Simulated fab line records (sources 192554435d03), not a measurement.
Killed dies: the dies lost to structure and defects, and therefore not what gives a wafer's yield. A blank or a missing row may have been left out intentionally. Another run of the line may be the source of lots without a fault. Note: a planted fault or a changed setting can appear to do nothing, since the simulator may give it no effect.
What tool caused it? | flow n5-finfet | 33 wafers sampled from 11 lots at 1 step of a route of 1938

## WHAT EACH GAUGE READ, for each wafer
N5_BEOL_M8_INSPECT_58: inspects for defects (darkfield).
lot  | measured     | on                | raw-defect-count
L134 | day 9 07:32  | defect-inspect-02 | 46 42 37
L136 | day 9 15:49  | defect-inspect-02 | 43 40 63
L135 | day 9 16:01  | defect-inspect-01 | 50 39 75
L142 | day 11 15:10 | defect-inspect-02 | 86 75 69
L144 | day 11 16:47 | defect-inspect-02 | 59 59 71
L145 | day 12 14:42 | defect-inspect-02 | 73 75 55
L147 | day 12 20:22 | defect-inspect-02 | 62 70 60
L149 | day 13 01:28 | defect-inspect-01 | 76 117 97
L146 | day 13 01:36 | defect-inspect-01 | 80 91 54
L150 | day 14 02:38 | defect-inspect-02 | 46 62 49
L157 | day 15 10:59 | defect-inspect-01 | 68 91 58

## EACH LOT AND THE TOOL THAT RAN IT (in order: tool; ch and the chambers of the sampled wafers; start)
There is no process step in the record ahead of these readings.

## THE ANSWER, worked out from the rows above alone
Rule: what is usual is taken from the lots themselves. The widest of any qualifying gaps counts: lots, ordered by their means at a reading, are off when they make up no more than a third of the lots, leave a main group of 4 or more, and stand apart from it by 3 or more times the standard deviation of that group's means. Not used: any main group whose means are identical at the precision the tables above print for the reading. A lot without any number at a reading at which 4 lots or more have one is off too. The other lots that the step has rows for count as sound.
Nothing can be told from this: no lot is off at any reading shown.

## WHAT WAS PUT IN BY THE SIMULATOR
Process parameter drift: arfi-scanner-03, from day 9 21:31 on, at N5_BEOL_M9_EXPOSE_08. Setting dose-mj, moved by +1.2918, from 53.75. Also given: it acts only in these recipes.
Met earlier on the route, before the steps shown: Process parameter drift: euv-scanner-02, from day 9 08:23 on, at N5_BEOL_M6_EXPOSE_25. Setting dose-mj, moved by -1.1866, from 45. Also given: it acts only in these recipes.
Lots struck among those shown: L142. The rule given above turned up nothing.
